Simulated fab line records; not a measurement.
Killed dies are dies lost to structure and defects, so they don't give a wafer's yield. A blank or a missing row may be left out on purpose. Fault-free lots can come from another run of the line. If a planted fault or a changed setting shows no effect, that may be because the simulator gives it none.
What tool caused it? ; flow nand harc ; 11 lots, 33 wafers sampled, at 5 steps of a route of 1302

## WHAT THE GAUGES READ, wafer by wafer
NHARC_END_SORT_01.
lot;measured;on;killed at array
L591;day 25 23:14;prober-02;85 75 71
L598;day 28 17:55;prober-02;57 72 54
L606;day 32 21:12;prober-01;40 38 36

## WHICH TOOL RAN EACH LOT (tool, then ch and the chambers of the sampled wafers, then the start)
lot;NHARC_A_CHANNEL_HOLE_D2_ETCH_22;NHARC_A_CHANNEL_FILL_D2_ETCHBACK_19;NHARC_A_CHANNEL_FILL_D2_STRIP_28;NHARC_A_CHANNEL_FILL_D2_ALD_25
L587;har etch-01 ch 0,1, day 13 04:26;rie si-04 ch 0,1,3, day 14 10:57;rie diel-05 ch 0,1,3, day 14 11:10;ald hk-04 ch 0,2,3, day 15 00:50
L591;har etch-01 ch 0,1, day 14 22:12;rie si-04 ch 0,2,3, day 16 05:49;rie diel-11 ch 0,2, day 16 06:02;ald hk-04 ch 1,2,3, day 16 19:10
L593;har etch-01 ch 0,1, day 15 17:28;rie si-02 ch 1,2,3, day 16 22:56;rie diel-05 ch 0,1,2, day 16 23:11;ald hk-01 ch 0,2,3, day 17 12:05
L595;har etch-01 ch 0,1, day 16 05:16;rie si-02 ch 0,3, day 17 12:04;rie diel-11 ch 1,2, day 17 12:19;ald hk-01 ch 1,2, day 18 03:22
L597;har etch-02 ch 0,1, day 17 10:58;rie si-02 ch 2,3, day 18 18:14;rie diel-02 ch 0,2,3, day 18 18:28;ald hk-01 ch 0,3, day 19 10:50
L598;har etch-01 ch 0,1, day 17 12:36;rie si-04 ch 0,1,3, day 18 18:14;rie diel-11 ch 1,2,3, day 18 18:27;ald hk-01 ch 0,1,3, day 19 06:31
L596;har etch-02 ch 0, day 17 15:06;rie si-01 ch 1,2, day 18 18:15;rie diel-05 ch 0,1, day 18 18:29;ald hk-03 ch 0,2, day 19 10:24
L604;har etch-01 ch 0,1, day 20 09:32;rie si-02 ch 0,1,3, day 21 16:56;rie diel-02 ch 0,1,3, day 21 17:09;ald hk-01 ch 0,2,3, day 22 04:35
L606;har etch-02 ch 0,1, day 21 00:55;rie si-01 ch 1,2, day 22 06:08;rie diel-11 ch 0,2,3, day 22 06:22;ald hk-01 ch 1,3, day 22 19:27
L607;har etch-02 ch 0,1, day 21 21:53;rie si-01 ch 0,1,3, day 23 03:26;rie diel-11 ch 0,1, day 23 03:38;ald hk-01 ch 0,3, day 23 15:32
L610;har etch-01 ch 0, day 22 18:13;rie si-02 ch 1,2,3, day 23 23:14;rie diel-11 ch 0,2, day 23 23:26;ald hk-03 ch 0,2, day 24 11:51
- NHARC_A_CHANNEL_HOLE_D2_ETCH_22: etches the open film in C4F8/O2/Ar, time 666.7 s, target depth 1600 nm.
- NHARC_A_CHANNEL_FILL_D2_ETCHBACK_19: etches the open film in HBr/Cl2, target depth 5 nm, time 1.7 s.
- NHARC_A_CHANNEL_FILL_D2_STRIP_28: strips in O2, time 20 s.
- NHARC_A_CHANNEL_FILL_D2_ALD_25: deposits SiOx, target thk 60 nm, pulse time 10 s, ald cycles 600.

## THE ANSWER, worked out from the rows above alone
Rule: usual is defined by the lots themselves. The widest of any qualifying gaps counts: lots, ordered by their means at a reading, are off when they make up no more than a third of the lots, leave a main group of 4 or more, and stand apart from it by 3 or more times the standard deviation of that group's means. A main group is skipped when, at the precision printed for the reading in the tables above, its means are all equal. Also off: a lot with no number at a reading for which 4 or more lots have one. Where the step has rows for the other lots, those lots are counted as sound.
Nothing can be told from this: no lot is off at any reading shown.

## WHAT THE SIMULATOR PUT IN
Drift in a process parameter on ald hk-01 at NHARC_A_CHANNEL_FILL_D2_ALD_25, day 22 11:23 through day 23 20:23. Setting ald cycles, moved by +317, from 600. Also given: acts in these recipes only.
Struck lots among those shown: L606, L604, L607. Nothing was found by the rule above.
